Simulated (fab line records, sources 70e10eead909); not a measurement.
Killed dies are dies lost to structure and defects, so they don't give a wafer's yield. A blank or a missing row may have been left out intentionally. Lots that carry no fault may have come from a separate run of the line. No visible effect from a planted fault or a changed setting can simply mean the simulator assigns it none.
Check of tool commonality / flow nand-harc / Sampled: 14 lots, 42 wafers

## WHY THIS WAS OPENED
At NHARC_A_ONON_D2_THK_MEAS_30 the reading thk-nm is flagged on 2 of 14 lots. Wafers without a fault read 1000 nm, standard deviation 10.
Rule: flag the lot when none of its wafers has a number, or when each of its wafers that has one lies beyond 4 standard deviations from that mean. The rest of the lots are taken to be sound.

lot=L993; measured=day 12 10:35; on=film-metro-01; thk-nm (nm), wafer by wafer=985 984 985; flag=
lot=L994; measured=day 13 05:02; on=film-metro-01; thk-nm (nm), wafer by wafer=993 992 991; flag=
lot=L996; measured=day 14 02:50; on=film-metro-01; thk-nm (nm), wafer by wafer=1000 1002 1000; flag=
lot=L997; measured=day 14 02:52; on=film-metro-01; thk-nm (nm), wafer by wafer=993 994 994; flag=
lot=L999; measured=day 15 05:10; on=film-metro-01; thk-nm (nm), wafer by wafer=993 992 994; flag=
lot=L101; measured=day 16 05:35; on=film-metro-02; thk-nm (nm), wafer by wafer=332 330 331; flag=FLAGGED
lot=L104; measured=day 17 10:48; on=film-metro-02; thk-nm (nm), wafer by wafer=317 317 316; flag=FLAGGED
lot=L108; measured=day 19 11:53; on=film-metro-01; thk-nm (nm), wafer by wafer=1012 1010 1010; flag=
lot=L110; measured=day 20 04:25; on=film-metro-01; thk-nm (nm), wafer by wafer=989 988 987; flag=
lot=L109; measured=day 20 04:39; on=film-metro-02; thk-nm (nm), wafer by wafer=1018 1018 1019; flag=
lot=L111; measured=day 20 15:31; on=film-metro-01; thk-nm (nm), wafer by wafer=994 994 997; flag=
lot=L112; measured=day 21 23:05; on=film-metro-02; thk-nm (nm), wafer by wafer=993 995 995; flag=
lot=L115; measured=day 21 23:18; on=film-metro-02; thk-nm (nm), wafer by wafer=1012 1011 1013; flag=
lot=L116; measured=day 22 12:59; on=film-metro-01; thk-nm (nm), wafer by wafer=1001 1001 1000; flag=
The mean of the flagged lots' numbers is 324 nm, -676 nm from the usual (-68 standard deviations).

## TOOL THAT RAN EACH LOT
The record holds 2 process steps before the reading, out of a route of 1302 steps. Read each cell as the tool, then ch plus the chambers that the sampled wafers visited, then the start.
lot=L993; flag=; NHARC_A_DECK1_JOINT_CMP_13=cmp-01 ch 0,1, day 11 01:23; NHARC_A_ONON_D2_DEP_28=pecvd-onon-02 ch 0, day 12 10:04
lot=L994; flag=; NHARC_A_DECK1_JOINT_CMP_13=cmp-03 ch 0,2,3, day 11 11:53; NHARC_A_ONON_D2_DEP_28=pecvd-onon-04 ch 0, day 13 04:35
lot=L996; flag=; NHARC_A_DECK1_JOINT_CMP_13=cmp-01 ch 1,2, day 12 15:50; NHARC_A_ONON_D2_DEP_28=pecvd-onon-03 ch 0, day 14 02:20
lot=L997; flag=; NHARC_A_DECK1_JOINT_CMP_13=cmp-01 ch 1,3, day 12 19:19; NHARC_A_ONON_D2_DEP_28=pecvd-onon-02 ch 0, day 14 02:25
lot=L999; flag=; NHARC_A_DECK1_JOINT_CMP_13=cmp-01 ch 0,2,3, day 13 14:40; NHARC_A_ONON_D2_DEP_28=pecvd-onon-02 ch 0, day 15 04:39
lot=L101; flag=FLAGGED; NHARC_A_DECK1_JOINT_CMP_13=cmp-01 ch 0,1,2, day 14 17:48; NHARC_A_ONON_D2_DEP_28=pecvd-onon-03 ch 0, day 16 05:04
lot=L104; flag=FLAGGED; NHARC_A_DECK1_JOINT_CMP_13=cmp-03 ch 1,2, day 15 19:56; NHARC_A_ONON_D2_DEP_28=pecvd-onon-03 ch 0, day 17 10:21
lot=L108; flag=; NHARC_A_DECK1_JOINT_CMP_13=cmp-01 ch 0,2,3, day 18 00:35; NHARC_A_ONON_D2_DEP_28=pecvd-onon-02 ch 0, day 19 11:23
lot=L110; flag=; NHARC_A_DECK1_JOINT_CMP_13=cmp-01 ch 1,2,3, day 18 14:22; NHARC_A_ONON_D2_DEP_28=pecvd-onon-03 ch 0, day 20 03:54
lot=L109; flag=; NHARC_A_DECK1_JOINT_CMP_13=cmp-03 ch 0,1,2, day 18 14:27; NHARC_A_ONON_D2_DEP_28=pecvd-onon-04 ch 0, day 20 04:19
lot=L111; flag=; NHARC_A_DECK1_JOINT_CMP_13=cmp-03 ch 0,1, day 19 02:29; NHARC_A_ONON_D2_DEP_28=pecvd-onon-02 ch 0, day 20 15:04
lot=L112; flag=; NHARC_A_DECK1_JOINT_CMP_13=cmp-03 ch 0,1, day 20 09:33; NHARC_A_ONON_D2_DEP_28=pecvd-onon-03 ch 0, day 21 22:35
lot=L115; flag=; NHARC_A_DECK1_JOINT_CMP_13=cmp-04 ch 0,1, day 20 05:41; NHARC_A_ONON_D2_DEP_28=pecvd-onon-02 ch 0, day 21 22:47
lot=L116; flag=; NHARC_A_DECK1_JOINT_CMP_13=cmp-04 ch 0,2, day 20 19:32; NHARC_A_ONON_D2_DEP_28=pecvd-onon-03 ch 0, day 22 12:29
These steps, and what they do:
- NHARC_A_DECK1_JOINT_CMP_13: polishes, target thk 51.023 nm.
- NHARC_A_ONON_D2_DEP_28: target thk 1000 nm.
- NHARC_A_ONON_D2_THK_MEAS_30: measures by ellipsometry.

## FLAGGED AGAINST TOTAL, ONE TOOL AT A TIME (gauges that did the reading follow at the end)
step=NHARC_A_DECK1_JOINT_CMP_13; tool=cmp-01; lots run=7; flagged=1; share of the flagged lots=some; sound lots run after its first flagged lot=2 (L108,L110)
step=NHARC_A_DECK1_JOINT_CMP_13; tool=cmp-03; lots run=5; flagged=1; share of the flagged lots=some; sound lots run after its first flagged lot=3 (L109,L111,L112)
step=NHARC_A_DECK1_JOINT_CMP_13; tool=cmp-04; lots run=2; flagged=0; share of the flagged lots=none; sound lots run after its first flagged lot=-
step=NHARC_A_ONON_D2_DEP_28; tool=pecvd-onon-02; lots run=6; flagged=0; share of the flagged lots=none; sound lots run after its first flagged lot=-
step=NHARC_A_ONON_D2_DEP_28; tool=pecvd-onon-03; lots run=6; flagged=2; share of the flagged lots=all; sound lots run after its first flagged lot=3 (L110,L112,L116)
step=NHARC_A_ONON_D2_DEP_28; tool=pecvd-onon-04; lots run=2; flagged=0; share of the flagged lots=none; sound lots run after its first flagged lot=-
step=NHARC_A_ONON_D2_THK_MEAS_30; tool=film-metro-01; lots run=9; flagged=0; share of the flagged lots=none; sound lots run after its first flagged lot=-
step=NHARC_A_ONON_D2_THK_MEAS_30; tool=film-metro-02; lots run=5; flagged=2; share of the flagged lots=all; sound lots run after its first flagged lot=3 (L109,L112,L115)

## THE TABLE: WHAT IT ALLOWS
Rows of the table that ran all the flagged lots, 2 in number: pecvd-onon-03 at NHARC_A_ONON_D2_DEP_28; film-metro-02 at NHARC_A_ONON_D2_THK_MEAS_30.
- pecvd-onon-03 at NHARC_A_ONON_D2_DEP_28 ran 6 lots, 2 of them flagged. Sound lots followed the first flagged one (L110, L112, L116) on it, something a lasting fault affecting the whole tool could not allow.
- film-metro-02 at NHARC_A_ONON_D2_THK_MEAS_30 ran 5 lots, 2 of them flagged. Sound lots followed the first flagged one (L109, L112, L115) on it, something a lasting fault affecting the whole tool could not allow.
Every row of the table either missed a flagged lot or ran a sound lot after the first.

## WHAT THE SIMULATOR HAD PUT IN
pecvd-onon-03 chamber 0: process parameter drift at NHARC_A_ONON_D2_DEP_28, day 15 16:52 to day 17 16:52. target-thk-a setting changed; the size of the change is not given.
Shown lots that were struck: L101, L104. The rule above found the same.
